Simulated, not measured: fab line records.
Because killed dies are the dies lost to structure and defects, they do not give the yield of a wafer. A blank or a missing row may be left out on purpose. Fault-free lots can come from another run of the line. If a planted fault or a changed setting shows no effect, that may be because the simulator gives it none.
fab line records	flow n5Finfet
[record] lots = 10	wafers = 29	lastDay = 18
route steps=1938 shown SD_EPI_N@281 BEOL_M4@1098 BEOL_M5@1114 PASSIVATION@1936
lots that met no fault: taken from a fault-free run of the same line
startH: the number of hours between the record's first day and the start of the first shown wafer of the lot	waitH: how many hours have passed since the lot's step before this one	" unchanged from the row above	L1.1+2: several wafers, shown together as one row	- no value, or no start was given	* or withheld: withheld	< > ~ a bound
route shown NAME@n: a module of which the file shows steps, and the number in the route of the first	usual: mean/standard deviation taken from wafers without a fault	same: alike in all rows	chamber/n: place in a boat	sites: each site's reading	_std_site: their standard deviation	_edge_site: inner sites' mean taken away from outer sites' mean	radiusMm: for every site, how far away it sits from the centre of the wafer	mask NAME#n: copy n	behind: tool/chamber where the wafer was last shaped	hold: reason for holding the lot/hours on hold/outcome of the hold	device: the transistor (n, p or np) that didn't switch	end of line: the tests these same wafers got at the end of their route	for a step that has no rows: nothing shown but its recipe	killed: not the wafer's yield, but the dies lost to structure and defects at the first sort	map: dies across one wafer; x = killed, . = not, _ = none there
set.NAME: the setting that was run; set.NAME@STEP: the one run at that earlier step	model.NAME: the simulator's own value behind a step, which no gauge read
route steps across a sampled set of lots; one table per step, one row per wafer
services: from which hour (startH, from the record's first day; less than 0 if before it) a tool's chamber was out of use, for how many hours, and why
[[steps]]
[step N5_SD_EPI_N_SD_RECESS_17]
[recipe] chemistry = HBr/Cl2/O2	targetDepthA = 410	maskMaterial = SOC	timeS = 23.7	btTimeS = 3	pressureMtorr = 10	icpW = 800	biasW = 112	HBr_flow_sccm = 150	Cl2_flow_sccm = 80	O2_flow_sccm = 12
[usual] drypumpMotorCurrentA = 5.5/0.45	oesProductAu = 0.994/0.016	throttleValvePct = 37.3/0.38
lot.wafer	tool	chamber	startH	waitH	drypumpMotorCurrentA	oesProductAu	rfHoursCounterH	throttleValvePct
L848.1	rieSi-03	3	53.74	0.0	5.5	1.023	158	37.5
L848.5	"	3	"	"	5.5	1.024	-	37.5
L848.6	"	0	"	"	5.5	1.023	-	36.5
L852.4	rieSi-03	0	77.36	0.0	5.5	1.024	61	36.5
L852.5	"	3	"	"	5.5	1.022	-	37.5
L852.6	"	2	"	"	4.9	0.992	-	38.2
L853.1	rieSi-01	0	80.33	0.0	6.6	0.995	7	37.5
L853.3	"	2	"	"	4.9	0.993	144	37.4
L853.4	"	3	"	"	5.3	0.993	4	36.9
L854.3	rieSi-02	1	85.20	0.0	5.3	0.992	123	37.3
L854.4	"	0	"	"	5.2	0.970	25	37.4
L854.5	"	3	"	"	5.8	0.965	-	37.1
L855.2	rieSi-02	2	90.74	0.0	5.2	0.990	3	37.7
L855.3	"	3	"	"	5.8	0.976	153	37.1
L855.5	"	0	"	"	5.2	0.981	-	37.4
L856.2	rieSi-03	0	96.51	0.0	5.6	1.017	61	36.5
L856.3	"	2	"	"	4.9	0.995	197	38.2
L856.6	"	0	"	"	5.5	1.015	-	36.5
L857.3	rieSi-02	3	105.07	0.0	5.8	0.976	154	37.1
L857.4	"	1	"	"	5.3	0.997	124	37.3
L857.5	"	2	"	"	5.2	1.002	-	37.8
L858.1	rieSi-03	2	111.57	0.0	4.9	0.992	197	38.1
L858.4	"	3	"	"	5.5	1.023	159	37.5
L858.6	"	2	"	"	4.9	0.994	-	38.2
L866.2	rieSi-02	1	157.31	0.0	5.3	0.996	125	37.3
L866.4	"	3	"	"	5.8	0.975	155	37.1
L869.1	rieSi-02	0	177.58	0.0	5.1	0.982	27	37.4
L869.2	"	1	"	"	5.3	1.000	125	37.3
L869.4	"	3	"	"	5.8	0.975	155	37.1
[step N5_BEOL_M4_SPUTTER_94]
[recipe] material = Cu	targetThkA = 45	tempC = -20	chamberPressurePa = 0.07	powerW = withheld	timeS = 8.29
[usual] throttleValvePct = 30.2/0.7
lot.wafer	tool	chamber	startH	waitH	throttleValvePct
L848.1	pvdSputter-02	-	177.30	0.1	32.0
L848.5	"	-	"	"	29.7
L848.6	"	-	"	"	30.6
L853.1	pvdSputter-02	-	206.37	0.1	31.7
L853.3	"	-	"	"	29.9
L853.4	"	-	"	"	30.7
L852.4	pvdSputter-01	-	207.71	0.1	31.2
L852.5	"	-	"	"	31.0
L852.6	"	-	"	"	29.2
L854.3	pvdSputter-03	-	211.16	0.1	30.3
L854.4	"	-	"	"	30.1
L854.5	"	-	"	"	30.4
L855.2	pvdSputter-01	-	217.67	0.1	31.1
L855.3	"	-	"	"	30.8
L855.5	"	-	"	"	30.8
L857.3	pvdSputter-03	-	232.61	0.1	30.4
L857.4	"	-	"	"	29.6
L857.5	"	-	"	"	30.5
L856.2	pvdSputter-02	-	241.33	0.1	31.5
L856.3	"	-	"	"	30.7
L856.6	"	-	"	"	30.5
L858.1	pvdSputter-03	-	251.45	0.1	29.5
L858.4	"	-	"	"	30.2
L858.6	"	-	"	"	30.3
L866.2	pvdSputter-01	-	295.49	0.1	31.0
L866.4	"	-	"	"	29.3
L869.1	pvdSputter-01	-	316.86	0.1	29.0
L869.2	"	-	"	"	30.9
L869.4	"	-	"	"	31.0
[step N5_BEOL_M4_ANNEAL_51]
[recipe] tempC = 225	timeS = 90	ambient = N2
[usual] wafer_temp_C_max = 226.3/0.51
lot.wafer	tool	chamber	startH	waitH	wafer_temp_C_max
L848.1	rtpAnneal-02	0	177.72	0.1	226.7
L848.5	"	0	"	"	226.5
L848.6	"	0	"	"	226.5
L853.1	rtpAnneal-02	0	206.81	0.1	226.1
L853.3	"	0	"	"	226.5
L853.4	"	0	"	"	226.1
L852.4	rtpAnneal-02	0	208.32	0.2	226.4
L852.5	"	0	"	"	226.8
L852.6	"	0	"	"	226.9
L854.3	rtpAnneal-02	0	211.75	0.2	226.6
L854.4	"	0	"	"	227.7
L854.5	"	0	"	"	226.9
L855.2	rtpAnneal-02	0	218.22	0.2	226.6
L855.3	"	0	"	"	226.7
L855.5	"	0	"	"	226.2
L857.3	rtpAnneal-01	0	233.11	0.1	225.8
L857.4	"	0	"	"	225.9
L857.5	"	0	"	"	225.9
L856.2	rtpAnneal-01	0	241.79	0.1	225.5
L856.3	"	0	"	"	225.6
L856.6	"	0	"	"	225.7
L858.1	rtpAnneal-01	0	251.88	0.1	225.8
L858.4	"	0	"	"	226.0
L858.6	"	0	"	"	225.7
L866.2	rtpAnneal-01	0	295.99	0.1	225.9
L866.4	"	0	"	"	225.7
L869.1	rtpAnneal-02	0	317.31	0.1	226.0
L869.2	"	0	"	"	226.5
L869.4	"	0	"	"	226.4
[step N5_BEOL_M4_RC_MEAS_101]
[usual] CJ_N = 4.32/0.099	DIBL_N = 36.5/2.2	DIBL_P = 36.9/2.9	IOFF_N = 0.17/0.044	IOFF_N_LONG = 5.47e-05/2.6e-06	IOFF_P = 0.22/0.052	ION_N = 671/16	ION_P = 461/10	REXT_N = 75.4/2.1	SS_N = 71.6/0.73	SS_P = 73.5/0.79	VT_N = 250/4.1	VT_P = -250/4.1
lot.wafer	tool	chamber	startH	waitH	CJ_N	DIBL_N[mV/V]	DIBL_P[mV/V]	IOFF_N[nA/um]	IOFF_N_LONG[nA/um]	IOFF_P[nA/um]	ION_N[uA/um]	ION_P[uA/um]	REXT_N[ohm.um]	SS_N[mV/dec]	SS_P[mV/dec]	VT_N[mV]	VT_P[mV]
L848.1	prober-01	0	178.63	0.0	4.19	34.2	34.7	0.12	5.22e-05	0.16	667	455	78.7	70.9	72.1	253	-255
L848.5	"	0	"	"	4.13	35.1	37.1	0.13	5.24e-05	0.19	674	463	78.4	71.0	72.9	252	-254
L848.6	"	0	"	"	4.43	32.4	30.0	0.09	5.41e-05	0.10	647	440	76.5	70.4	71.1	260	-262
L853.1	prober-02	0	207.74	0.0	4.36	36.2	37.7	0.19	5.54e-05	0.27	680	476	75.6	71.6	73.3	245	-245
L853.3	"	0	"	"	4.40	35.3	36.1	0.17	5.62e-05	0.24	671	462	74.8	70.7	73.0	249	-247
L853.4	"	0	"	"	4.35	36.0	37.1	0.16	5.51e-05	0.24	668	467	75.8	71.7	74.0	251	-249
L852.4	prober-02	0	209.55	0.5	4.48	35.4	33.8	0.14	5.37e-05	0.16	645	443	73.9	71.9	72.2	251	-253
L852.5	"	0	"	"	4.35	36.6	36.8	0.15	5.25e-05	0.21	653	449	75.5	72.1	73.5	252	-249
L852.6	"	0	"	"	4.26	31.5	31.6	0.09	5.32e-05	0.14	640	446	76.3	70.9	71.8	257	-253
L854.3	prober-01	0	213.08	0.3	4.20	37.5	38.7	0.20	5.48e-05	0.24	692	466	75.7	72.0	74.6	246	-251
L854.4	"	0	"	"	4.14	34.3	35.8	0.14	5.35e-05	0.20	654	450	76.8	71.6	73.7	253	-252
L854.5	"	0	"	"	4.29	36.0	36.9	0.16	5.5e-05	0.20	671	457	75.8	72.1	73.9	251	-249
L855.2	prober-01	0	219.46	0.2	4.32	37.2	36.5	0.16	5.65e-05	0.25	671	462	78.2	71.9	73.6	252	-246
L855.3	"	0	"	"	4.39	33.1	31.3	0.11	5.83e-05	0.18	648	447	79.3	71.2	73.2	255	-248
L855.5	"	0	"	"	4.29	36.8	36.6	0.16	5.65e-05	0.24	660	462	79.4	71.2	73.8	250	-247
L857.3	prober-01	0	234.27	0.3	4.31	38.5	37.3	0.19	5.71e-05	0.25	694	466	72.7	72.3	73.6	247	-248
L857.4	"	0	"	"	4.18	42.5	43.5	0.31	5.61e-05	0.40	705	483	72.6	72.5	75.3	241	-241
L857.5	"	0	"	"	4.34	39.5	39.5	0.23	5.79e-05	0.30	695	477	72.1	72.6	73.9	247	-245
L856.2	prober-01	0	242.80	0.2	4.52	35.8	35.2	0.14	5.47e-05	0.19	670	454	75.1	71.9	73.4	253	-253
L856.3	"	0	"	"	4.29	37.1	38.6	0.16	5.15e-05	0.24	652	453	75.5	72.5	73.8	248	-250
L856.6	"	0	"	"	4.58	34.8	32.0	0.13	5.5e-05	0.14	638	436	74.9	72.4	72.6	258	-258
L858.1	prober-02	0	252.78	0.0	4.19	36.4	37.6	0.18	5.4e-05	0.21	671	452	77.8	71.5	73.4	247	-252
L858.4	"	0	"	"	4.14	36.7	38.7	0.16	5.51e-05	0.23	677	466	78.8	71.2	74.4	246	-249
L858.6	"	0	"	"	4.13	37.2	40.4	0.22	5.54e-05	0.25	709	475	78.2	71.3	73.4	243	-247
L866.2	prober-01	0	297.22	0.2	4.31	32.5	32.7	0.11	5.19e-05	0.14	658	455	77.0	69.8	71.9	252	-255
L866.4	"	0	"	"	2.75	36.7	41.8	0.14	4.56e-05	0.26	596	461	86.6	71.2	75.3	253	-249
L869.1	prober-02	0	318.22	0.0	4.34	38.1	37.4	0.16	5.1e-05	0.24	648	447	76.8	71.6	74.0	252	-250
L869.2	"	0	"	"	4.23	34.8	33.3	0.10	5.19e-05	0.16	638	442	78.0	71.2	72.7	259	-252
L869.4	"	0	"	"	2.67	32.4	34.1	0.08	4.52e-05	0.16	572	448	85.8	70.7	72.8	262	-254
[step N5_BEOL_M5_THK_MEAS_01]
[recipe] reads = SiCOH_lowk_of_BEOL_M5_ILD_DEP_00
[usual] M5_ILD_THK = 121.3/2
lot.wafer	tool	chamber	startH	waitH	M5_ILD_THK[nm]
L848.1	filmMetro-01	-	180.17	0.4	122.8
L848.5	"	-	"	"	123.1
L848.6	"	-	"	"	125.8
L853.1	filmMetro-01	-	209.28	0.4	118.2
L853.3	"	-	"	"	120.2
L853.4	"	-	"	"	120.0
L852.4	filmMetro-02	-	210.65	0.2	122.9
L852.5	"	-	"	"	124.1
L852.6	"	-	"	"	122.4
L854.3	filmMetro-01	-	214.32	0.3	122.0
L854.4	"	-	"	"	122.9
L854.5	"	-	"	"	122.5
L855.2	filmMetro-01	-	220.85	0.4	119.6
L855.3	"	-	"	"	119.2
L855.5	"	-	"	"	123.8
L857.3	filmMetro-01	-	235.51	0.3	123.2
L857.4	"	-	"	"	122.2
L857.5	"	-	"	"	123.7
L856.2	filmMetro-01	-	244.18	0.4	121.1
L856.3	"	-	"	"	118.9
L856.6	"	-	"	"	121.3
L858.1	filmMetro-01	-	254.32	0.4	121.1
L858.4	"	-	"	"	122.4
L858.6	"	-	"	"	123.2
L866.2	filmMetro-02	-	298.60	0.4	122.1
L866.4	"	-	"	"	123.2
L869.1	filmMetro-01	-	319.76	0.4	121.8
L869.2	"	-	"	"	120.7
L869.4	"	-	"	"	123.5
[step N5_PASSIVATION_PROBE_49]
[usual] defectLimitedYield = 91.3/1.4	killed_at_M0_to_M3 = 36/10	killed_at_M4_up = 13/5.4	killedAtContacts = 12/5.3	killedAtFrontEnd = 39/10	killedAtOther = 3.2/2.7	killedDies = 103/16	killedOpen = 68/13	killedShort = 33/6.6	sort_bin_4_leakage = 0.01/0.031	sort_bin_5_function = 5.1/0.92	sort_bin_6_memory = 3.3/0.68	sort_bin_8_speed = 0.1/0.41	sortNPass = 1077/17	sortYieldPct = 91.2/1.4
[same] grossDies = 1180	killedAtBackSide = 0
lot.wafer	tool	chamber	startH	waitH	defectLimitedYield[%]	killed_at_M0_to_M3	killed_at_M4_up	killedAtContacts	killedAtFrontEnd	killedAtOther	killedDies	killedOpen	killedShort	sort_bin_4_leakage[%]	sort_bin_5_function[%]	sort_bin_6_memory[%]	sort_bin_8_speed[%]	sortNPass	sortYieldPct[%]
L866.2	prober-01	-	417.00	0.1	91.5	47	1	10	40	2	100	75	21	0	5.2	3.2	0	1080	91.5
L866.4	prober-01	-	417.10	0.2	89.1	60	8	9	46	6	129	95	30	0	6.2	4.5	89.0	1	0.1
L869.1	prober-01	-	430.72	0.0	92.5	36	6	5	37	4	88	52	36	0	4.1	2.9	0	1092	92.5
L869.2	prober-01	-	430.77	0.1	89.2	48	12	8	56	3	127	74	36	0	5.4	3.2	0.8	1044	88.5
L869.4	prober-01	-	430.87	0.2	93.7	17	10	7	37	3	74	49	25	0	4.2	1.9	93.7	0	0
// killed by level:class
L866.2 BEOL_M3:geometricParticle:open=24 FIN_SAQP:geometricParticle:open=14 MOL_CONTACT_COAG:geometricParticle:open=9 FIN_SAQP:geometricParticle:short=5 DUMMY_GATE:geometricParticle:open=5 BEOL_M0_SAQP:geometricParticle:open=5 BEOL_M3:geometricParticle:short=5 BEOL_M0_SAQP:geometricParticle:short=4
L866.4 BEOL_M2:geometricParticle:open=21 FIN_SAQP:geometricParticle:open=18 BEOL_M3:geometricParticle:open=16 STI_FIN_REVEAL:geometricParticle:open=10 FIN_SAQP:geometricParticle:short=9 MOL_CONTACT_COAG:geometricParticle:open=7 BEOL_M0_SAQP:geometricParticle:short=5 BEOL_M0_SAQP:geometricParticle:open=5
L869.1 BEOL_M0_SAQP:geometricParticle:short=13 FIN_SAQP:geometricParticle:open=11 BEOL_M0_SAQP:geometricParticle:open=10 ILD0:geometricParticle:short=7 BEOL_M1:geometricParticle:open=7 FIN_SAQP:geometricParticle:short=4 DUMMY_GATE:geometricParticle:open=4 ILD0:geometricParticle:open=4
L869.2 HKMG_FIN:areaEtch=17 BEOL_M0_SAQP:geometricParticle:short=15 BEOL_M0_SAQP:geometricParticle:open=12 STI_FIN_REVEAL:geometricParticle:open=11 MOL_CONTACT_COAG:geometricParticle:open=8 BEOL_M1:geometricParticle:open=8 FIN_SAQP:geometricParticle:open=7 BEOL_M5:geometricParticle:open=5
L869.4 FIN_SAQP:geometricParticle:open=8 ILD0:geometricParticle:open=6 STARTING-WAFER:geometricParticle:open=6 BEOL_M0_SAQP:geometricParticle:short=5 MOL_CONTACT_COAG:geometricParticle:open=5 BEOL_M2:geometricParticle:open=5 ILD0:geometricParticle:short=4 STI_FIN_REVEAL:geometricParticle:open=3
[[services]]
tool	chamber	startH	hours	kind
pvdSputter-01	-	55.98	5.2	repair
pvdSputter-03	-	68.31	24.3	repair
pvdSputter-01	-	79.04	1.6	repair
rtpAnneal-01	-	83.50	4.2	pm
rieSi-03	2	105.92	3.8	repair
rieSi-03	2	123.05	-	clean
rieSi-03	2	123.05	16.0	scheduledDown
rieSi-03	2	123.05	16.0	ventCycle
pvdSputter-02	-	146.23	1.1	repair
rieSi-01	-	157.73	0.3	repair
rieSi-02	2	171.80	3.7	repair
rieSi-02	1	220.51	6.1	repair
rieSi-02	-	262.88	2.8	pm
rieSi-03	-	269.70	2.8	pm
rieSi-02	3	277.42	9.0	repair
[[key]]
[firstSign] step = N5_BEOL_M4_RC_MEAS_101	reading = CJ_N	direction = down	sigmas = 16	usual = 4.32	struck = 2.71
[effect] step = N5_BEOL_M4_RC_MEAS_101	reading = ION_N	direction = down	sigmas = 5.3	usual = 671	struck = 584
[effect] step = N5_BEOL_M4_RC_MEAS_101	reading = REXT_N	direction = up	sigmas = 5.2	usual = 75.4	struck = 86.2
[effect] step = N5_BEOL_M4_RC_MEAS_101	reading = IOFF_N_LONG	direction = down	sigmas = 3.5	usual = 5.47e-05	struck = 4.54e-05
[effect] step = N5_PASSIVATION_PROBE_49	reading = sort_bin_8_speed	direction = up	sigmas = 99+	usual = 0.1	struck = 91.4
metAt N5_SD_EPI_N_SD_RECESS_17
struckLots L866,L869
struckWafers L866.4,L869.4
[baselineLoss] step = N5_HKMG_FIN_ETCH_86	wafers = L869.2
notActingAt N5_BEOL_M4_SPUTTER_94,N5_BEOL_M4_ANNEAL_51,N5_BEOL_M5_THK_MEAS_01
onsetBetween 105.07 157.31
[fault] kind = processParameterDrift	tool = rieSi-02	chamber = -	onsetH = 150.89	steps = N5_SD_EPI_N_SD_RECESS_17	channel = timeS	offset = *	shape = step	endH = 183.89	scope = struckWafersOnly	actsIn = *	stated = *
// baselineLoss: these wafers lose ten dies or more at that step, a loss of the line's own and not of a fault; the sort's usual values leave them out
